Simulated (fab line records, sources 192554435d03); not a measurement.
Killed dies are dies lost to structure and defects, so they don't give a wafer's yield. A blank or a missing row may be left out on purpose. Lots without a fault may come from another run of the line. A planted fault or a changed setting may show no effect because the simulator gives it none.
Split-lot experiment | flow n5_finfet | 7 lots, 21 wafers read, on a route of 1938 steps

THE SPLIT
At N5_BEOL_M6_ILD_DEP_00 (deposits SiCOH lowk from DEMS/porogen, target thk 179.75 nm, time 33.4 s), the setting time_s was moved away from the recipe's 33.4 s on 4 of the 21 wafers read, by -11.8% to -7.4%. The other wafers ran this setting at the recipe's value.

FROM THE SPLIT TO THE READING: what the file shows between them, 1 step
- N5_BEOL_M6_CURE_74: cures SiCOH lowk, time 240 s

THE READING
M6_ILD_THK, in nm, at N5_BEOL_M6_THK_MEAS_01. Fault-free wafers of this fab line usually give 155.3 nm, standard deviation 1.8 nm.

wafer  | tool, chamber at the split | time_s as run, s | against the recipe | M6_ILD_THK, nm | against lot-mates on the recipe
L076.1 | pecvd-01, 0                | 33.4             | recipe             | 155.6          | -
L076.3 | pecvd-01, 1                | 33.4             | recipe             | 152.6          | -
L076.5 | pecvd-01, 0                | 33.4             | recipe             | 156.9          | -
L080.1 | pecvd-01, 0                | 33.4             | recipe             | 156.2          | -
L080.3 | pecvd-01, 0                | 33.4             | recipe             | 156.7          | -
L080.6 | pecvd-01, 0                | 33.4             | recipe             | 158.0          | -
L081.3 | pecvd-03, 1                | 33.4             | recipe             | 158.9          | -
L081.4 | pecvd-03, 0                | 33.4             | recipe             | 156.1          | -
L081.6 | pecvd-03, 0                | 33.4             | recipe             | 158.0          | -
L083.2 | pecvd-03, 1                | 33.4             | recipe             | 154.7          | -
L083.4 | pecvd-03, 0                | 33.4             | recipe             | 156.2          | -
L083.5 | pecvd-03, 1                | 30.35            | -9.1%              | 141.4          | -14.0
L096.2 | pecvd-01, 2                | 33.4             | recipe             | 153.0          | -
L096.4 | pecvd-01, 2                | 30.94            | -7.4%              | 146.7          | -6.3
L096.6 | pecvd-01, 0                | 30.94            | -7.4%              | 144.4          | -8.6
L095.1 | pecvd-01, 0                | 33.4             | recipe             | 155.1          | -
L095.3 | pecvd-01, 1                | 33.4             | recipe             | 152.4          | -
L095.4 | pecvd-01, 1                | 33.4             | recipe             | 157.0          | -
L097.1 | pecvd-01, 0                | 29.45            | -11.8%             | 135.8          | -18.6
L097.3 | pecvd-01, 2                | 33.4             | recipe             | 153.8          | -
L097.6 | pecvd-01, 2                | 33.4             | recipe             | 155.0          | -

THE FIT
A straight line over all 21 wafers: M6_ILD_THK changes by +1.56 nm for each +1% of time_s; r = +0.95; the points scatter about the line by 1.9 nm.
The same after taking each lot's own level away (the mean of its wafers on the recipe; 21 wafers): +1.39 nm for each +1%; r = +0.95; scatter 1.7 nm.
On that fit, the largest move of time_s shifts the reading by 16 nm.
The lots' own levels span 153.00 to 157.67 nm, that is 2.6 times the standard deviation above.
So the lot-to-lot level changes the slope: the two fits differ.
Check: with one of the wafers moved furthest among these (-11.8%) left out of the fit, the line predicts -14.7 nm for it against its lot-mates. It came out at -18.6 nm against them.

OTHER SPLITS ON THESE WAFERS
These wafers also went through other splits before the reading. Each is held against what the fit with the lots' levels taken away leaves over:
other split on the same wafers   | wafers away from the commonest value | r with M6_ILD_THK (lot level and that fit taken away)
N5_BEOL_M5_TRENCH_ETCH_37 time_s | 5                                    | +0.03

THE WHOLE CHAIN: every reading that the file lists as answering this split, in the file's order
step                   | what it does                                                             | reading                                                                                  | change (the file's fit)              | r (the file's)
N5_BEOL_M6_ILD_DEP_00  | deposits SiCOH lowk from DEMS/porogen, target thk 179.75 nm, time 33.4 s | SiCOH_lowk_of_BEOL_M6_ILD_DEP_00.thk_nm (the simulator's own value, which no gauge read) | +1.67 nm for each +1% of the setting | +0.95
N5_BEOL_M6_CURE_74     | cures SiCOH lowk, time 240 s                                             | SiCOH_lowk_of_BEOL_M6_ILD_DEP_00.thk_nm (the simulator's own value, which no gauge read) | +1.45 nm for each +1% of the setting | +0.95
N5_BEOL_M6_THK_MEAS_01 |                                                                          | M6_ILD_THK                                                                               | +1.45 for each +1% of the setting    | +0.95

THE FILE'S OWN FIT
M6_ILD_THK changes by +1.45 nm for each +1% of time_s, r = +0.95.
